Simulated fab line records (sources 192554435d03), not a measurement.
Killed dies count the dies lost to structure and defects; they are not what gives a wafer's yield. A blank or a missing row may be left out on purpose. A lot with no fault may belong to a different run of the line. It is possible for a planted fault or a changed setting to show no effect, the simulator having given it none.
The tool behind it: which one? ; flow n5_finfet ; 36 wafers from 12 lots sampled at 3 of the route's 1938 steps

WHAT EACH GAUGE READ, for each wafer
N5_HKMG_FIN_INSPECT_61: inspects for defects (macro).
lot;measured;on;raw_defect_count
L075;day 4 06:41;defect_inspect-01;5 1 0
L077;day 4 18:01;defect_inspect-01;3 3 1
L079;day 5 06:59;defect_inspect-01;2 1 3
L081;day 5 22:21;defect_inspect-01;2 2 1
L083;day 6 10:17;defect_inspect-01;1 1 2
L085;day 7 00:50;defect_inspect-01;3 2 3
L087;day 7 10:56;defect_inspect-01;1 5 2
L089;day 7 17:31;defect_inspect-01;0 2 1
L091;day 8 06:15;defect_inspect-02;2 4 3
L093;day 8 16:11;defect_inspect-01;2 4 2
L095;day 9 04:54;defect_inspect-02;1 3 2
L097;day 9 16:06;defect_inspect-02;2 2 1

WHICH TOOL RAN EACH LOT (tool, then ch and the chambers of the sampled wafers, then the start)
lot;N5_SD_EPI_P_ETCH_37;N5_SDB_ETCH_18
L075;rie_diel-06 ch 0,2, day 3 12:02;rie_diel-02 ch 0,2,3, day 4 01:18
L077;rie_diel-03 ch 0,1,2, day 4 01:11;rie_diel-05 ch 0,1,3, day 4 12:38
L079;rie_diel-03 ch 0,1,2, day 4 11:10;rie_diel-02 ch 1,2,3, day 4 22:58
L081;rie_diel-06 ch 0,3, day 5 05:10;rie_diel-02 ch 0,3, day 5 16:36
L083;rie_diel-06 ch 1,2,3, day 5 16:56;rie_diel-02 ch 1,3, day 6 04:49
L085;rie_diel-06 ch 0,2, day 6 06:59;rie_diel-05 ch 0,2, day 6 19:03
L087;rie_diel-06 ch 0,1,2, day 6 14:47;rie_diel-02 ch 1,2, day 7 05:01
L089;rie_diel-03 ch 0,1, day 7 00:28;rie_diel-04 ch 1,2, day 7 11:53
L091;rie_diel-06 ch 1,2,3, day 7 13:12;rie_diel-05 ch 1,2,3, day 8 00:50
L093;rie_diel-01 ch 1,2,3, day 7 21:53;rie_diel-04 ch 1,2,3, day 8 10:08
L095;rie_diel-01 ch 1,2,3, day 8 12:19;rie_diel-05 ch 0,1,3, day 8 23:40
L097;rie_diel-06 ch 0,1,3, day 8 22:53;rie_diel-02 ch 0,1, day 9 10:38
- N5_SD_EPI_P_ETCH_37: etches SOC in N2/H2, overetch 108 nm, time 486 s.
- N5_SDB_ETCH_18: etches SOC in N2/H2, target depth 100 nm, overetch 20 nm, time 150 s.

THE ANSWER, worked out from the rows above alone
Rule: the usual values come from the lots themselves. Put in order of their means at a reading, lots are off if they are a third of the lots or fewer, leave a main group of 4 or more, and stand apart from it by a gap of 3 or more times the standard deviation of the main group's means; of several such gaps the widest counts. A main group is skipped when, at the precision printed for the reading in the tables above, its means are all equal. A lot without any number at a reading at which 4 lots or more have one is off too. All remaining lots with rows at the step are treated as sound.
No lot is off at any reading shown: from this, nothing can be told.

WHAT THE SIMULATOR HAD PUT IN
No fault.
